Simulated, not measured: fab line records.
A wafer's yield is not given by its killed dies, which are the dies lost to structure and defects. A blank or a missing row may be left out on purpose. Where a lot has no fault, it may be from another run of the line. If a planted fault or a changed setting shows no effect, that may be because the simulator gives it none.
What tool caused it?	flow n5-finfet	24 lots with 72 wafers sampled at 6 steps, on a route of 1938 steps

WHAT EACH GAUGE READ, for each wafer
N5_BEOL_M0_SAQP_OVL_MEAS_41. Usual: for M0_CUT1_OVL the level is -0.2 nm and the standard deviation is 0.69.
lot	measured	on	M0_CUT1_OVL (nm)	flag
L074	day 5 15:35	overlay-01	-0.3 -0.5 0.1	
L075	day 6 02:37	overlay-01	-0.9 -0.3 -0.5	
L076	day 6 06:20	overlay-02	-1.1 -0.7 -0.1	
L077	day 6 09:10	overlay-02	0.8 0.2 -0.8	
L078	day 6 12:21	overlay-01	0.1 0.1 1.2	
L079	day 6 17:37	overlay-01	0.6 0.8 -0.5	
L080	day 7 05:49	overlay-01	0.8 0.6 -0.4	
L081	day 7 09:13	overlay-02	-0.7 0.1 -1.0	
L082	day 7 15:46	overlay-01	-0.2 1.1 0.1	
L083	day 8 04:42	overlay-02	0.1 0.4 -0.3	
L084	day 8 07:29	overlay-01	0.2 0.5 -0.1	
L085	day 8 11:27	overlay-02	-0.1 -1.1 -0.7	
L086	day 8 21:47	overlay-01	0.3 -0.9 0.6	
L087	day 9 01:28	overlay-02	0.4 -0.1 0.7	
L088	day 9 10:47	overlay-01	0.1 0.9 0.6	
L089	day 9 14:56	overlay-01	0.6 0.6 0.2	
L090	day 9 22:15	overlay-02	-1.0 -1.9 -1.0	
L091	day 10 02:20	overlay-02	-1.4 -0.4 -1.0	
L092	day 10 04:49	overlay-02	-0.8 -0.3 -0.7	
L093	day 10 07:13	overlay-02	-0.3 0.0 0.0	
L094	day 10 18:53	overlay-02	-1.4 -0.4 -0.6	
L095	day 10 22:59	overlay-01	0.4 0.6 1.3	
L096	day 11 04:34	overlay-01	1.1 -0.2 0.0	
L097	day 11 11:07	overlay-01	0.1 0.0 -0.4	

N5_BEOL_M1_THK_MEAS_01. Usual: for M1_ILD_THK the level is 78.7 nm and the standard deviation is 0.93.
lot	measured	on	M1_ILD_THK (nm)	flag
L074	day 5 21:32	film-metro-01	78.8 79.3 78.9	
L075	day 6 10:01	film-metro-01	79.9 79.0 80.3	
L076	day 6 16:46	film-metro-01	77.5 77.9 78.8	
L077	day 6 17:07	film-metro-01	78.5 79.2 78.6	
L078	day 6 19:31	film-metro-01	76.9 78.3 79.1	
L079	day 7 00:19	film-metro-02	77.5 77.4 79.6	
L080	day 7 14:23	film-metro-02	77.9 78.8 79.6	
L081	day 7 15:05	film-metro-02	77.6 78.1 79.1	
L082	day 7 22:48	film-metro-02	79.1 78.5 78.4	
L083	day 8 10:29	film-metro-02	78.1 79.3 79.1	
L084	day 8 13:02	film-metro-01	77.9 79.5 78.5	
L085	day 8 19:05	film-metro-02	77.3 79.7 79.7	
L086	day 9 07:08	film-metro-01	78.4 80.0 80.2	
L087	day 9 11:28	film-metro-02	76.9 78.5 78.2	
L088	day 9 17:28	film-metro-02	78.5 78.4 81.1	
L089	day 10 00:36	film-metro-01	77.8 77.9 80.2	
L090	day 10 04:40	film-metro-02	77.1 78.2 79.2	
L091	day 10 11:06	film-metro-01	78.7 78.1 78.9	
L092	day 10 11:19	film-metro-02	78.3 78.2 78.6	
L093	day 10 12:23	film-metro-01	79.7 79.5 79.6	
L094	day 11 02:14	film-metro-01	78.5 78.2 79.2	
L095	day 11 06:04	film-metro-02	77.6 78.4 79.5	
L096	day 11 15:29	film-metro-01	78.4 77.6 79.1	
L097	day 11 17:47	film-metro-02	77.1 77.5 78.4	

TOOL THAT RAN EACH LOT (tool first, then ch and the chambers of the sampled wafers, then the start)
lot	N5_BEOL_M0_SAQP_MANDREL_ETCH_103	N5_BEOL_M0_SAQP_CUT_ETCH_46	N5_BEOL_M0_ETCH_109	N5_BEOL_M0_SPUTTER_134
L074	rie-si-06 ch 1,3, day 5 12:37	rie-diel-04 ch 0,2,3, day 5 15:45	rie-diel-03 ch 1,2,3, day 5 18:39	pvd-sputter-02, day 5 20:12
L075	rie-si-06 ch 1,2,3, day 6 00:35	rie-diel-05 ch 0,2,3, day 6 02:47	rie-diel-06 ch 0,2,3, day 6 06:50	pvd-sputter-03, day 6 07:55
L076	rie-si-04 ch 0,3, day 6 04:25	rie-diel-05 ch 0,1,3, day 6 06:31	rie-diel-06 ch 2,3, day 6 13:02	pvd-sputter-01, day 6 14:55
L077	rie-si-06 ch 1,2,3, day 6 07:11	rie-diel-05 ch 0,1,2, day 6 09:28	rie-diel-06 ch 1,2, day 6 13:26	pvd-sputter-02, day 6 15:10
L078	rie-si-06 ch 0,1,2, day 6 10:03	rie-diel-05 ch 0,1,3, day 6 12:32	rie-diel-01 ch 0,1,3, day 6 14:52	pvd-sputter-02, day 6 18:14
L079	rie-si-06 ch 1,2, day 6 15:42	rie-diel-04 ch 0,1,3, day 6 17:47	rie-diel-01 ch 0,1,2, day 6 20:46	pvd-sputter-02, day 6 22:50
L080	rie-si-05 ch 0,2,3, day 7 03:49	rie-diel-04 ch 0,1,2, day 7 05:59	rie-diel-06 ch 0,1,2, day 7 11:37	pvd-sputter-03, day 7 13:05
L081	rie-si-04 ch 0,1,3, day 7 07:17	rie-diel-04 ch 1,2, day 7 09:23	rie-diel-01 ch 0,2,3, day 7 12:14	pvd-sputter-03, day 7 13:47
L082	rie-si-05 ch 2,3, day 7 13:25	rie-diel-02 ch 0,1, day 7 16:04	rie-diel-03 ch 1,2,3, day 7 19:35	pvd-sputter-01, day 7 21:12
L083	rie-si-04 ch 0,1,3, day 8 02:39	rie-diel-04 ch 1,2,3, day 8 04:53	rie-diel-06 ch 0,2,3, day 8 08:10	pvd-sputter-01, day 8 09:11
L084	rie-si-06 ch 0,3, day 8 05:34	rie-diel-02 ch 0,3, day 8 07:53	rie-diel-01 ch 2,3, day 8 10:16	pvd-sputter-01, day 8 11:44
L085	rie-si-06 ch 1,3, day 8 09:23	rie-diel-02 ch 0,1,3, day 8 11:38	rie-diel-03 ch 0,2,3, day 8 14:40	pvd-sputter-03, day 8 17:47
L086	rie-si-04 ch 0,1,3, day 8 18:22	rie-diel-04 ch 0,2, day 8 22:26	rie-diel-01 ch 1,2, day 9 02:22	pvd-sputter-01, day 9 05:39
L087	rie-si-04 ch 0,1,3, day 8 20:59	rie-diel-02 ch 1,2, day 9 01:39	rie-diel-01 ch 0,1, day 9 07:27	pvd-sputter-01, day 9 10:09
L088	rie-si-06 ch 0,3, day 9 08:39	rie-diel-05 ch 0,1,3, day 9 10:57	rie-diel-06 ch 0,1,3, day 9 14:11	pvd-sputter-03, day 9 16:10
L089	rie-si-05 ch 1,2,3, day 9 12:48	rie-diel-05 ch 0,3, day 9 15:06	rie-diel-03 ch 1,2,3, day 9 20:27	pvd-sputter-02, day 9 23:15
L090	rie-si-05 ch 1,2,3, day 9 20:11	rie-diel-02 ch 0,2,3, day 9 22:25	rie-diel-01 ch 0,1,3, day 10 01:28	pvd-sputter-02, day 10 03:15
L091	rie-si-04 ch 1,3, day 9 22:53	rie-diel-05 ch 0,1,2, day 10 02:30	rie-diel-06 ch 2,3, day 10 07:00	pvd-sputter-01, day 10 08:53
L092	rie-si-06 ch 1,2, day 10 02:53	rie-diel-05 ch 0,3, day 10 04:59	rie-diel-06 ch 0,2,3, day 10 08:35	pvd-sputter-03, day 10 09:32
L093	rie-si-04 ch 1,2, day 10 05:06	rie-diel-04 ch 2,3, day 10 07:22	rie-diel-01 ch 2,3, day 10 09:51	pvd-sputter-02, day 10 11:03
L094	rie-si-04 ch 0,1,3, day 10 16:58	rie-diel-02 ch 0,1,3, day 10 19:04	rie-diel-01 ch 0,1,3, day 10 23:37	pvd-sputter-01, day 11 00:54
L095	rie-si-06 ch 1,2, day 10 21:05	rie-diel-02 ch 0,1,2, day 10 23:12	rie-diel-01 ch 2,3, day 11 02:46	pvd-sputter-02, day 11 04:22
L096	rie-si-05 ch 1,3, day 11 02:29	rie-diel-05 ch 0,1,2, day 11 04:44	rie-diel-01 ch 1,2, day 11 13:10	pvd-sputter-01, day 11 14:10
L097	rie-si-05 ch 1,3, day 11 09:01	rie-diel-05 ch 1,3, day 11 11:18	rie-diel-03 ch 1,2, day 11 15:00	pvd-sputter-02, day 11 16:27
- N5_BEOL_M0_SAQP_MANDREL_ETCH_103: etches a-Si in HBr/Cl2, stops on SiCN, target depth 45 nm, bt time 10 s, time 27 s.
- N5_BEOL_M0_SAQP_CUT_ETCH_46: etches SOC in N2/H2, target depth 135 nm, overetch 27 nm, time 202.5 s.
- N5_BEOL_M0_ETCH_109: etches SiCN in CH3F/O2, target depth 8 nm, overetch 2.4 nm, time 27.4 s.
- N5_BEOL_M0_SPUTTER_134: material Cu, target thk 4 nm, time 7.37 s.

AS READ BY THE TOOLS THEMSELVES (means over the sampled wafers that have a number; for cases with no such wafer, the mark the record gives instead)
N5_BEOL_M0_SAQP_MANDREL_ETCH_103. Usual: drypump-motor-current-A 6.0 A, standard deviation 0.37; oes-product-au 0.685 a.u., standard deviation 0.015; throttle-valve-pct 35.4 %, standard deviation 0.38.
lot	tool	drypump-motor-current-A (A)	oes-product-au (a.u.)	throttle-valve-pct (%)	flag
L074	rie-si-06	5.5	0.698	35.8	
L075	rie-si-06	5.6	0.691	35.6	
L076	rie-si-04	6.0	0.681	35.5	
L077	rie-si-06	5.6	0.701	35.6	
L078	rie-si-06	5.9	0.685	35.3	
L079	rie-si-06	5.7	0.690	35.5	
L080	rie-si-05	6.0	0.688	35.1	
L081	rie-si-04	6.0	0.693	35.4	
L082	rie-si-05	5.9	0.688	35.1	
L083	rie-si-04	5.9	0.680	35.5	
L084	rie-si-06	5.8	0.679	35.7	
L085	rie-si-06	5.5	0.695	35.8	
L086	rie-si-04	5.9	0.691	35.4	
L087	rie-si-04	6.0	0.688	35.4	
L088	rie-si-06	6.0	0.677	35.4	
L089	rie-si-05	6.1	0.687	35.1	
L090	rie-si-05	6.0	0.685	35.1	
L091	rie-si-04	5.8	0.694	35.3	
L092	rie-si-06	5.6	0.701	35.3	
L093	rie-si-04	6.1	0.698	35.3	
L094	rie-si-04	5.9	0.684	35.4	
L095	rie-si-06	5.6	0.699	35.3	
L096	rie-si-05	6.3	0.675	35.3	
L097	rie-si-05	6.3	0.667	35.3	

N5_BEOL_M0_SAQP_CUT_ETCH_46. Usual: drypump-motor-current-A 5.9 A, standard deviation 0.42; rf-vpp-V 523.9 V, standard deviation 2.1; showerhead-plenum-p-Torr 2.54 Torr, standard deviation 0.075; throttle-valve-pct 17.82 %, standard deviation 0.19.
lot	tool	drypump-motor-current-A (A)	rf-vpp-V (V)	showerhead-plenum-p-Torr (Torr)	throttle-valve-pct (%)	flag
L074	rie-diel-04	5.6	521.5	2.49	17.77	
L075	rie-diel-05	5.8	524.2	2.56	17.71	
L076	rie-diel-05	6.2	524.1	2.55	17.73	
L077	rie-diel-05	5.9	526.1	2.62	17.82	
L078	rie-diel-05	6.2	524.3	2.55	17.73	
L079	rie-diel-04	5.2	522.3	2.51	17.70	
L080	rie-diel-04	5.5	523.5	2.52	17.84	
L081	rie-diel-04	5.6	525.0	2.58	17.80	
L082	rie-diel-02	5.9	522.4	2.48	18.11	
L083	rie-diel-04	5.6	522.9	2.54	17.74	
L084	rie-diel-02	5.8	523.0	2.51	17.91	
L085	rie-diel-02	5.9	523.0	2.49	17.97	
L086	rie-diel-04	5.6	521.6	2.46	17.91	
L087	rie-diel-02	6.2	523.3	2.51	18.10	
L088	rie-diel-05	6.2	524.5	2.54	17.76	
L089	rie-diel-05	6.2	522.5	2.47	17.67	
L090	rie-diel-02	6.0	525.1	2.55	17.90	
L091	rie-diel-05	5.9	525.5	2.61	17.85	
L092	rie-diel-05	6.1	524.0	2.52	17.80	
L093	rie-diel-04	5.6	521.8	2.50	17.38	
L094	rie-diel-02	5.9	522.3	2.49	17.99	
L095	rie-diel-02	6.0	523.8	2.53	18.07	
L096	rie-diel-05	5.9	526.5	2.61	17.86	
L097	rie-diel-05	6.2	523.2	2.49	17.67	

N5_BEOL_M0_ETCH_109. Usual: drypump-motor-current-A 5.5 A, standard deviation 0.53; oes-product-au 0.68 a.u., standard deviation 0.058; rf-vpp-V 297.5 V, standard deviation 1.7; showerhead-plenum-p-Torr 2.01 Torr, standard deviation 0.072; throttle-valve-pct 16.31 %, standard deviation 0.26.
lot	tool	drypump-motor-current-A (A)	oes-product-au (a.u.)	rf-vpp-V (V)	showerhead-plenum-p-Torr (Torr)	throttle-valve-pct (%)	flag
L074	rie-diel-03	5.4	0.63	296.7	1.97	16.38	
L075	rie-diel-06	5.0	0.66	296.5	1.98	16.24	
L076	rie-diel-06	5.0	0.72	295.9	1.94	16.03	
L077	rie-diel-06	5.3	0.70	296.9	1.96	16.33	
L078	rie-diel-01	5.9	0.65	297.6	2.02	16.32	
L079	rie-diel-01	5.5	0.63	297.7	2.02	16.53	
L080	rie-diel-06	5.2	0.67	297.3	2.01	16.41	
L081	rie-diel-01	5.8	0.68	298.9	2.07	16.35	
L082	rie-diel-03	5.5	0.70	297.0	1.97	16.26	
L083	rie-diel-06	5.0	0.66	297.2	1.97	16.26	
L084	rie-diel-01	5.6	0.69	299.2	2.11	16.40	
L085	rie-diel-03	5.9	0.66	297.6	2.00	16.44	
L086	rie-diel-01	5.6	0.76	297.6	2.01	16.26	
L087	rie-diel-01	5.7	0.67	296.6	1.97	16.38	
L088	rie-diel-06	5.1	0.67	297.0	2.00	16.27	
L089	rie-diel-03	5.5	0.69	296.4	1.96	16.28	
L090	rie-diel-01	6.0	0.71	297.6	2.01	16.22	
L091	rie-diel-06	5.0	0.68	296.1	1.93	16.09	
L092	rie-diel-06	5.1	0.64	296.5	1.97	16.31	
L093	rie-diel-01	6.0	0.69	299.1	2.11	16.22	
L094	rie-diel-01	5.9	0.71	297.8	2.01	16.23	
L095	rie-diel-01	6.0	0.69	299.3	2.10	16.23	
L096	rie-diel-01	5.5	0.72	297.6	2.01	16.30	
L097	rie-diel-03	5.5	0.62	294.5	1.91	16.43	

N5_BEOL_M0_SPUTTER_134. Usual: throttle-valve-pct reads 30.5 % (standard deviation 0.85).
lot	tool	throttle-valve-pct (%)	flag
L074	pvd-sputter-02	30.6	
L075	pvd-sputter-03	30.2	
L076	pvd-sputter-01	31.2	
L077	pvd-sputter-02	30.9	
L078	pvd-sputter-02	30.6	
L079	pvd-sputter-02	30.1	
L080	pvd-sputter-03	30.2	
L081	pvd-sputter-03	30.7	
L082	pvd-sputter-01	30.8	
L083	pvd-sputter-01	30.8	
L084	pvd-sputter-01	30.8	
L085	pvd-sputter-03	30.7	
L086	pvd-sputter-01	30.7	
L087	pvd-sputter-01	30.6	
L088	pvd-sputter-03	30.2	
L089	pvd-sputter-02	30.6	
L090	pvd-sputter-02	30.4	
L091	pvd-sputter-01	31.2	
L092	pvd-sputter-03	30.7	
L093	pvd-sputter-02	30.2	
L094	pvd-sputter-01	30.9	
L095	pvd-sputter-02	30.3	
L096	pvd-sputter-01	30.7	
L097	pvd-sputter-02	30.8	

THE ANSWER, worked out from the rows above alone
Rule: a lot counts as off when the mean over its wafers that have a number is more than 3 standard deviations away from the usual mean. Also off: a lot with no number at a reading for which 4 or more lots have one. All remaining lots with rows at the step are treated as sound. Order of review: gauges by route order, followed by the tools' own readings, for which a lot's mean as printed above is used. The first step at which some lot is off is used, and at that step the reading that is off furthest; a lot without a number counts as furthest.
None of the lots is off at any reading shown; this tells nothing.

WHAT THE SIMULATOR HAD PUT IN
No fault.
